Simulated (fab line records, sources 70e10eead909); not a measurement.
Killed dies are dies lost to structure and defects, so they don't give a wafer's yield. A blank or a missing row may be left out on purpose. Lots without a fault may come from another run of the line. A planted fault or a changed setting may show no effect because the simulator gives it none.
Which tool did it? | flow nand_harc | 11 lots, 33 wafers sampled, at 3 steps of a route of 1302

WHAT THE GAUGES READ, wafer by wafer
NHARC_A_M1_CD_MEAS_09: target cd 120 nm.
lot  | measured     | on        | cd_nm (nm)
L202 | day 23 09:46 | cd_sem-03 | 120.0 120.2 120.4
L204 | day 23 15:58 | cd_sem-03 | 120.9 120.2 120.1
L201 | day 23 18:36 | cd_sem-03 | 118.8 119.7 120.7
L203 | day 23 19:09 | cd_sem-01 | 119.9 120.7 120.5
L210 | day 26 21:49 | cd_sem-02 | 119.8 120.2 120.1
L212 | day 27 08:07 | cd_sem-01 | 120.6 120.2 120.5
L215 | day 28 20:47 | cd_sem-02 | 122.8 122.6 122.8
L217 | day 30 11:32 | cd_sem-01 | 122.8 122.6 122.0
L219 | day 31 02:29 | cd_sem-03 | 119.3 119.4 119.3
L222 | day 32 03:52 | cd_sem-03 | 119.2 120.5 119.2
L223 | day 32 04:14 | cd_sem-01 | 120.2 120.3 120.2

WHICH TOOL RAN EACH LOT (tool, then ch and the chambers of the sampled wafers, then the start)
lot  | NHARC_A_M0_PVD_20                       | NHARC_A_M1_EXPOSE_06
L202 | pvd_sputter-02, day 23 09:38 or earlier | arfi_scanner-01 ch 0, day 23 09:38
L204 | pvd_sputter-02, day 23 15:50 or earlier | arfi_scanner-01 ch 0, day 23 15:50
L201 | pvd_sputter-01, day 23 18:28 or earlier | arfi_scanner-01 ch 0, day 23 18:28
L203 | pvd_sputter-02, day 23 19:01 or earlier | arfi_scanner-02 ch 0, day 23 19:01
L210 | pvd_sputter-01, day 26 21:40 or earlier | arfi_scanner-01 ch 0, day 26 21:40
L212 | pvd_sputter-02, day 27 07:58 or earlier | arfi_scanner-02 ch 0, day 27 07:58
L215 | pvd_sputter-01, day 28 20:38 or earlier | arfi_scanner-02 ch 0, day 28 20:38
L217 | pvd_sputter-02, day 30 11:24 or earlier | arfi_scanner-02 ch 0, day 30 11:24
L219 | pvd_sputter-02, day 31 02:21 or earlier | arfi_scanner-03 ch 0, day 31 02:21
L222 | pvd_sputter-01, day 32 03:43 or earlier | arfi_scanner-03 ch 0, day 32 03:43
L223 | pvd_sputter-03, day 32 04:06 or earlier | arfi_scanner-03 ch 0, day 32 04:06
- NHARC_A_M0_PVD_20: deposits TaN, target thk 5 nm, time 8.06 s.
- NHARC_A_M1_EXPOSE_06: exposes mask A M1, target cd 120 nm.

THE ANSWER, worked out from the rows above alone
Rule: what is usual is taken from the lots themselves. Put in order of their means at a reading, lots are off if they are a third of the lots or fewer, leave a main group of 4 or more, and stand apart from it by a gap of 3 or more times the standard deviation of the main group's means; of several such gaps the widest counts. A main group whose means are all the same, to the digits that the tables above print for the reading, isn't used. A lot without any number at a reading at which 4 lots or more have one is off too. The other lots that the step has rows for count as sound.
Off: L215, L217, at NHARC_A_M1_CD_MEAS_09 (cd_nm). The main group: mean 120.0 nm, standard deviation 0.37.
A tool fits if, at a process step before that reading, it ran every lot that is off, and no sound lot after the first of them. The gauges at NHARC_A_M1_CD_MEAS_09 are tried like those tools. NHARC_A_M0_PVD_20 gives no start for some lots, so the hours and the order of its lots are those of NHARC_A_M1_EXPOSE_06. One fits: arfi_scanner-02 at NHARC_A_M1_EXPOSE_06. Its last sound lot is L212 (day 27 07:58), its first lot that is off L215 (day 28 20:38): a fault that began between those two fits.

WHAT THE SIMULATOR HAD PUT IN
Process parameter drift: arfi_scanner-02, from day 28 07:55 on, at NHARC_A_M1_EXPOSE_06. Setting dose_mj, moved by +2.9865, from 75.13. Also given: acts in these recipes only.
Lots struck among those shown: L215, L217. The rule above found the same.
